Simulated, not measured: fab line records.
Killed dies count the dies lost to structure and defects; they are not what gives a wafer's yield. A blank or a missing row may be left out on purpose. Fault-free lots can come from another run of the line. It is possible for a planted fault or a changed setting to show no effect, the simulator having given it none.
Comparing a struck lot with a sound one + flow n5Finfet + 26 out of 1938 route steps
Sound: the wafers L977.4, L977.5, L977.6. Struck: wafers L990.2, L990.6 (left out: L990.1, a lot-mate that was not struck); the cause follows at the end.
Order at every step that has rows: each side's tool, ch and its chambers, its first start. Under that, the readings that differ: sound wafers + struck wafers + difference of the means + sigmas: that difference in standard deviations of wafers without a fault.
alike: words and numbers the same on both sides, and readings whose means are apart by under 2 such deviations; not compared: readings that were withheld, readings missing a value for some wafer, numbers with overlapping values and no deviation given by the record, and bounds like >300 which may hide the same value.
A row with sigmas, a row that says differs or no value, or rows on one side alone: a step with any of these is where the two part. Numbers that have no deviation but don't overlap get no sigmas and don't part them. A reading that every wafer of one side lacks parts them only if that side has two wafers or more.

first, 3 steps without rows for these wafers: N5_STI_FIN_REVEAL_ALD_14 (deposits Si3N4, target thk 3 nm); N5_STI_FIN_REVEAL_FCVD_FILL_01 (material SiO2 flowable, target thk 312 nm, time 512.2 s); N5_STI_FIN_REVEAL_DENSIFY_02 (time 1800 s).
N5_STI_FIN_REVEAL_CMP_04: polishes, stops on Si3N4, t overpolish 4 s, target thk 131.83 nm.
  sound on cmp-01 ch 1,2,3, day 3 03:01; struck on cmp-01 ch 1,2, day 6 09:51
  alike: motorCurrentA, overpolishRunS, slurryFlowMlMin, timeToEndpointS
N5_STI_FIN_REVEAL_THK_MEAS_05:
  struck on filmMetro-02, day 6 10:08; sound on filmMetro-01, day 3 03:14
| reading    | sound             | struck      | difference | sigmas |
|------------|-------------------|-------------|------------|--------|
| thkNm (nm) | 135.1 134.5 132.4 | 131.9 130.2 | -2.9       | -2     |
N5_STI_FIN_REVEAL_DENSIFY_30:
  sound on rtpAnneal-01 ch 0, day 3 03:31; struck on rtpAnneal-01 ch 0, day 6 10:14
  alike: lampPowerPct, lamp_zone_4_pct, lamp_zone_6_pct
  not compared: wafer_temp_C_max
N5_STI_FIN_REVEAL_ETCHBACK_08: etches SiO2 in C4F6/O2, target depth 30.5 nm, time 10.167 s.
  sound on rieDiel-06 ch 2,3, day 3 03:42; struck on rieDiel-02 ch 2, day 6 10:26
  alike: C4F6_flow_sccm, biasW, drypumpMotorCurrentA, oes_o_777_au, oesProductAu, rfVppV, showerheadPlenumPTorr, throttleValvePct
  not compared: rfHoursCounterH
N5_STI_FIN_REVEAL_STRIP_24: strips in N2/H2, time 90 s.
  sound on rieDiel-06 ch 2,3, day 3 03:44; struck on rieDiel-02 ch 2, day 6 10:29
  alike: drypumpMotorCurrentA, oesProductAu, rfVppV, showerheadPlenumPTorr, throttleValvePct
  not compared: rfHoursCounterH
then, 4 steps without rows for these wafers: N5_STI_FIN_REVEAL_PRECLEAN_25 (cleans in SPM, time 90 s); N5_STI_FIN_REVEAL_PRECLEAN_26 (cleans in SC1, time 45 s); N5_STI_FIN_REVEAL_PRECLEAN_29 (cleans in DHF, time 30 s); N5_STI_FIN_REVEAL_SRD_12 (time 30 s).
N5_STI_FIN_REVEAL_RECESS_09: chemistry HF/NH3, target SiO2, afs cycles 11, target depth 42.5 nm, sublimation time 60 s.
  sound on vaporEtch-02 ch 0,1, day 3 04:29; struck on vaporEtch-01 ch 0, day 6 10:42
  alike: drypumpMotorCurrentA, sublimationTempC
then, 3 steps without rows for these wafers: N5_STI_FIN_REVEAL_STRIP_16 (strips SiNx in H3PO4, target depth 23.8 nm); N5_STI_FIN_REVEAL_PRECLEAN_17 (cleans in NF3:NH3, afs cycles 1, time 20 s, sublimation time 60 s); N5_STI_FIN_REVEAL_ETCH_34 (etches Si in H2, material Si, target depth 0.97 nm).
N5_STI_FIN_REVEAL_OXIDATION_31: chemistry O2 PLASMA REMOTE, time 20 s.
  sound on plasmaAsher-01 ch 0,1, day 3 06:08; struck on plasmaAsher-02 ch 0, day 6 12:51
| reading                  | sound       | struck  | difference | sigmas |
|--------------------------|-------------|---------|------------|--------|
| drypumpMotorCurrentA (A) | 6.4 6.0 6.5 | 5.2 5.2 | -1.1       | -2     |
  alike: heaterPowerW
  not compared: rfHoursCounterH
then, 6 steps without rows for these wafers: N5_STI_FIN_REVEAL_PRECLEAN_32 (cleans in NF3:NH3, afs cycles 1, time 20 s, sublimation time 60 s); N5_STI_FIN_REVEAL_STRIP_35 (strips Si3N4 in H3PO4, target depth 4 nm, time 39 s); N5_STI_FIN_REVEAL_SRD_21 (time 30 s); N5_STI_FIN_REVEAL_OXIDATION_33 (chemistry O2 PLASMA REMOTE, time 20 s); N5_STI_FIN_REVEAL_CLEAN_19 (cleans in O3/DIW, time 120 s); N5_STI_FIN_REVEAL_SRD_23 (time 30 s).
N5_STI_FIN_REVEAL_CD_MEAS_22: target cd 6.238 nm, pitch 28 nm.
  struck on cdSem-03, day 6 13:22; sound on cdSem-01, day 3 06:38
  alike: cdNm
N5_STI_FIN_REVEAL_FIN_H_MEAS_10:
  struck on ocd-01, day 6 13:24; sound on ocd-01, day 3 06:40
| reading            | sound          | struck    | difference | sigmas |
|--------------------|----------------|-----------|------------|--------|
| trenchDepthNm (nm) | 52.3 52.3 51.8 | 48.0 47.6 | -4.3       | -7     |
then, 1 step without rows for these wafers: N5_STI_FIN_REVEAL_PRECLEAN_18 (cleans in SC2, time 45 s).

WHERE THEY PART
First at N5_STI_FIN_REVEAL_THK_MEAS_05; last, within this record, at N5_STI_FIN_REVEAL_FIN_H_MEAS_10.

WHY: what the simulator had put in
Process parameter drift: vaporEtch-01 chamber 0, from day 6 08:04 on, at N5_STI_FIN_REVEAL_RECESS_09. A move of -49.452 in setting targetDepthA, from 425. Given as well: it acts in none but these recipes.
